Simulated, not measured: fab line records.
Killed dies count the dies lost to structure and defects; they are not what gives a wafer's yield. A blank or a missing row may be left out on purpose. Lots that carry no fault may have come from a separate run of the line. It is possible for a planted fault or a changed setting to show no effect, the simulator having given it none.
Tool commonality check / flow nand-harc / 7 wafers sampled across 3 lots

## THE REASON FOR OPENING IT
At NHARC_END_SORT_01 the reading killed-at-other is flagged on 1 of 3 lots. No-fault wafers: 0.9, standard deviation 1.4.
Rule: flag the lot when none of its wafers has a number, or when each of its wafers that has one lies beyond 4 standard deviations from that mean. The rest of the lots are taken to be sound.

lot=L616; measured=day 29 16:59; on=prober-02; killed-at-other, wafer by wafer=3 1 1; flag=
lot=L618; measured=day 30 02:23; on=prober-02; killed-at-other, wafer by wafer=1; flag=
lot=L626; measured=day 32 21:05; on=prober-02; killed-at-other, wafer by wafer=577 581 580; flag=FLAGGED
Flagged lots average 579.3: +578.4 relative to the usual, that is +99 or more standard deviations.

## WHICH TOOL RAN EACH LOT
The record holds 4 process steps before the reading, out of a route of 1302 steps. Each cell gives the tool, then ch followed by the chambers the sampled wafers passed through, then the start.
lot=L616; flag=; NHARC_THIN_TSV_DEP_43=pecvd-04 ch 0,2, day 28 21:31; NHARC_THIN_TSV_CMP_21=cmp-04 ch 0,1,3, day 29 02:35; NHARC_THIN_TSV_PRE_CLEAN_54=pvd-sputter-03, day 29 03:05; NHARC_THIN_TSV_ETCH_59=rie-metal-02 ch 0,1, day 29 04:31
lot=L618; flag=; NHARC_THIN_TSV_DEP_43=pecvd-04 ch 0,2, day 29 10:30; NHARC_THIN_TSV_CMP_21=cmp-03 ch 1,2,3, day 29 15:41; NHARC_THIN_TSV_PRE_CLEAN_54=pvd-sputter-01, day 29 16:14; NHARC_THIN_TSV_ETCH_59=rie-metal-01 ch 0,1, day 29 17:35
lot=L626; flag=FLAGGED; NHARC_THIN_TSV_DEP_43=pecvd-01 ch 0,1,2, day 32 02:54; NHARC_THIN_TSV_CMP_21=cmp-03 ch 0,1,2, day 32 08:13; NHARC_THIN_TSV_PRE_CLEAN_54=pvd-sputter-03, day 32 08:44; NHARC_THIN_TSV_ETCH_59=rie-metal-02 ch 0,1, day 32 10:06
What is done by these steps:
- NHARC_THIN_TSV_DEP_43: deposits SiO2, target thk 1328.5 nm.
- NHARC_THIN_TSV_CMP_21: polishes, t overpolish 30 s, target thk 2000 nm.
- NHARC_THIN_TSV_PRE_CLEAN_54: time 30 s.
- NHARC_THIN_TSV_ETCH_59: etches the open film in Cl2/BCl3, target depth 880 nm, time 138.1 s.
- NHARC_END_SORT_01

## FLAGGED AGAINST TOTAL, ONE TOOL AT A TIME (gauges that did the reading follow at the end)
step=NHARC_THIN_TSV_DEP_43; tool=pecvd-01; lots run=1; flagged=1; share of the flagged lots=all; sound lots run after its first flagged lot=0
step=NHARC_THIN_TSV_DEP_43; tool=pecvd-04; lots run=2; flagged=0; share of the flagged lots=none; sound lots run after its first flagged lot=-
step=NHARC_THIN_TSV_CMP_21; tool=cmp-03; lots run=2; flagged=1; share of the flagged lots=all; sound lots run after its first flagged lot=0
step=NHARC_THIN_TSV_CMP_21; tool=cmp-04; lots run=1; flagged=0; share of the flagged lots=none; sound lots run after its first flagged lot=-
step=NHARC_THIN_TSV_PRE_CLEAN_54; tool=pvd-sputter-01; lots run=1; flagged=0; share of the flagged lots=none; sound lots run after its first flagged lot=-
step=NHARC_THIN_TSV_PRE_CLEAN_54; tool=pvd-sputter-03; lots run=2; flagged=1; share of the flagged lots=all; sound lots run after its first flagged lot=0
step=NHARC_THIN_TSV_ETCH_59; tool=rie-metal-01; lots run=1; flagged=0; share of the flagged lots=none; sound lots run after its first flagged lot=-
step=NHARC_THIN_TSV_ETCH_59; tool=rie-metal-02; lots run=2; flagged=1; share of the flagged lots=all; sound lots run after its first flagged lot=0
step=NHARC_END_SORT_01; tool=prober-02; lots run=3; flagged=1; share of the flagged lots=all; sound lots run after its first flagged lot=0

## THE TABLE: WHAT IT ALLOWS
5 rows of the table ran every flagged lot: pecvd-01 at NHARC_THIN_TSV_DEP_43, cmp-03 at NHARC_THIN_TSV_CMP_21, pvd-sputter-03 at NHARC_THIN_TSV_PRE_CLEAN_54, rie-metal-02 at NHARC_THIN_TSV_ETCH_59, prober-02 at NHARC_END_SORT_01.
- pecvd-01 at NHARC_THIN_TSV_DEP_43: 1 of its 1 lot flagged. In this sample it ran no sound lot ahead of its first flagged lot, so there is no way to narrow down the start.
- cmp-03 at NHARC_THIN_TSV_CMP_21: 1 of its 2 lots flagged. A fault beginning between L618 (day 29 15:41), its last sound lot, and L626 (day 32 08:13), its first flagged one, fits the data.
- pvd-sputter-03 at NHARC_THIN_TSV_PRE_CLEAN_54: 1 of its 2 lots flagged. A fault beginning between L616 (day 29 03:05), its last sound lot, and L626 (day 32 08:44), its first flagged one, fits the data. On the flagged lots its readings are blank where sound lots have values: susceptor-temp-C.
- rie-metal-02 at NHARC_THIN_TSV_ETCH_59: 1 of its 2 lots flagged. A fault beginning between L616 (day 29 04:31), its last sound lot, and L626 (day 32 10:06), its first flagged one, fits the data. Its own readings lie more than 4 standard deviations out on every wafer of the flagged lots: oes-product-au.
- prober-02 at NHARC_END_SORT_01: 1 of its 3 lots flagged. A fault beginning between L618 (day 30 02:23), its last sound lot, and L626 (day 32 21:05), its first flagged one, fits the data.
Counting lots can't tell these 5 tools apart, because each fits a fault that began at some hour. More lots, or a look at what each step does to the wafer, might.

## WHAT THE SIMULATOR HAD PUT IN
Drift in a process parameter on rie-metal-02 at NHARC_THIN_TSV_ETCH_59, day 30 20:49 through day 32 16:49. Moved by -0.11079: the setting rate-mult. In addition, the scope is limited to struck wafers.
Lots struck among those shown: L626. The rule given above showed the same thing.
